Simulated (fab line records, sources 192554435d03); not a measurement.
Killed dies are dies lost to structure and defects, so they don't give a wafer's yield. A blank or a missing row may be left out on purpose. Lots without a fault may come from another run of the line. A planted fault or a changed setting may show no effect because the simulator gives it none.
A struck lot beside a sound one | flow n5_finfet | 15 steps out of a route of 1938
Sound: wafers L113.1, L113.5, L113.6. Struck: wafers L122.1, L122.4, L122.5. The cause comes at the end.
At each step with rows: each side's tool, then ch and its chambers, then its first start. Under that, the readings that differ: sound wafers | struck wafers | difference of the means | sigmas: that difference in standard deviations of wafers without a fault.
alike: readings whose means differ by less than 2 such deviations, and words and numbers that are the same on both sides. not compared: withheld readings, readings that some wafer has no value for, bounds like >300 that may hide the same value, and numbers for which the record gives no deviation and whose values overlap.
The two part at a step that has a row with sigmas, a row that says differs or no value, or rows on one side only. Numbers that don't overlap but have no deviation are shown without sigmas and don't part them. A reading that every wafer of one side lacks parts them only if that side has two wafers or more.

N5_MOL_CONTACT_COAG_ETCH_48: etches SiOC in C4F6/O2, target depth 15 nm, overetch 4.5 nm, time 17 s.
  sound on rie_diel-06 ch 0,1,3, day 5 08:49; struck on rie_diel-06 ch 1,2, day 7 19:59
  alike: chamber_pressure_mTorr, drypump_motor_current_A, oes_product_au, rf_vpp_V, showerhead_plenum_p_Torr, throttle_valve_pct
  not compared: rf_hours_counter_h
N5_MOL_CONTACT_COAG_STRIP_72: strips in N2/H2.
  sound on rie_diel-06 ch 0,1,3, day 5 08:52; struck on rie_diel-06 ch 1,2, day 7 20:02
  reading                        | sound             | struck            | difference | sigmas
  chamber_pressure_mTorr (mTorr) | 19.98 19.87 19.93 | 20.06 20.04 20.02 | +0.11      | +2
  alike: drypump_motor_current_A, oes_product_au, rf_vpp_V, showerhead_plenum_p_Torr, throttle_valve_pct
  not compared: rf_hours_counter_h
N5_MOL_CONTACT_COAG_STRIP_49: strips in N2/H2, time 30 s.
  sound on plasma_asher-02 ch 0,1, day 5 08:56; struck on plasma_asher-02 ch 0,1, day 7 20:07
  alike: drypump_motor_current_A, heater_power_w
  not compared: rf_hours_counter_h
then, 2 steps without rows for these wafers: N5_MOL_CONTACT_COAG_PRECLEAN_138 (cleans in alkaline clean, time 60 s); N5_MOL_CONTACT_COAG_SRD_139 (time 30 s).
N5_MOL_CONTACT_COAG_CD_MEAS_101: target cd 16 nm.
  sound on cd_sem-03, day 5 09:05; struck on cd_sem-02, day 7 20:16
  reading    | sound          | struck         | difference | sigmas
  cd_nm (nm) | 15.6 16.0 15.9 | 16.6 16.4 16.7 | +0.7       | +2
then, 1 step without rows for these wafers: N5_MOL_CONTACT_COAG_PRE_CLEAN_121.
N5_MOL_CONTACT_COAG_CVD_140: deposits W, target thk 66.5 nm, time 215 s.
  sound on cvd_w-02 ch 0,1, day 5 09:13; struck on cvd_w-02 ch 0,1, day 7 20:24
  alike: heater_power_w
then, 2 steps without rows for these wafers: N5_MOL_CONTACT_COAG_PRECLEAN_127 (cleans in DIW, time 57.5 s); N5_MOL_CONTACT_COAG_SRD_128 (dry time 32 s).
N5_MOL_CONTACT_COAG_CMP_52: polishes, stops on SiO2, t overpolish 1.5 s, target thk 66.5 nm.
  sound on cmp-02 ch 0,1, day 5 09:33; struck on cmp-03 ch 0,1,3, day 7 20:43
  alike: motor_current_A, overpolish_run_s, slurry_filter_dp_kPa, time_to_endpoint_s
N5_MOL_CONTACT_COAG_THK_MEAS_53:
  sound on film_metro-01, day 5 09:50; struck on film_metro-02, day 7 21:02
  alike: VIA_MOL_THK
N5_MOL_CONTACT_COAG_ANNEAL_112: time 1800 s.
  sound on hp_anneal-01 ch 0, day 5 09:53; struck on hp_anneal-01 ch 0, day 7 21:04
  reading                   | sound             | struck            | difference | sigmas
  spike_tc_bottom_C (C)     | 427.2 426.6 426.0 | 403.1 402.8 401.9 | -24.0      | -22
  spike_tc_centre_C (C)     | 403.9 402.5 402.8 | 378.1 378.2 378.2 | -24.9      | -27
  spike_tc_lower_C (C)      | 398.2 398.6 398.6 | 375.5 376.3 376.5 | -22.4      | -22
  spike_tc_top_C (C)        | 427.3 428.8 429.5 | 407.3 407.3 408.1 | -21.0      | -21
  spike_tc_upper_C (C)      | 402.8 400.3 403.1 | 380.0 378.8 380.4 | -22.3      | -23
  wafer_temp_C_max          | 402.4 403.2 402.0 | 380.1 381.3 381.7 | -21.5      | -45
  zone_power_bottom_pct (%) | 13.71 13.75 13.80 | 12.60 12.72 12.56 | -1.13      | -9
  zone_power_centre_pct (%) | 8.25 8.17 8.15    | 7.66 7.55 7.54    | -0.61      | -8
  zone_power_lower_pct (%)  | 10.54 10.22 10.60 | 9.78 9.77 9.77    | -0.68      | -7
  zone_power_top_pct (%)    | 19.91 20.26 20.26 | 18.64 18.81 18.50 | -1.49      | -8
  zone_power_upper_pct (%)  | 8.91 8.88 9.05    | 8.35 8.43 8.21    | -0.62      | -8
N5_MOL_CONTACT_COAG_INSPECT_97: inspects for defects (darkfield).
  sound on defect_inspect-01, day 5 12:54; struck on defect_inspect-02, day 8 00:05
  alike: raw_defect_count
-- the record jumps here: 7 days lie between the struck wafers' starts before and after (it left off in module MOL_CONTACT_COAG and takes up again in module PASSIVATION, whose first step shown is number 1936 of the route) --
N5_PASSIVATION_PROBE_49:
  the record has rows for the struck wafers here (prober-01, day 15 03:01) and none for the sound ones

WHERE THEY PART
First at N5_MOL_CONTACT_COAG_STRIP_72; last, within this record, at N5_PASSIVATION_PROBE_49.

WHY: what the simulator had put in
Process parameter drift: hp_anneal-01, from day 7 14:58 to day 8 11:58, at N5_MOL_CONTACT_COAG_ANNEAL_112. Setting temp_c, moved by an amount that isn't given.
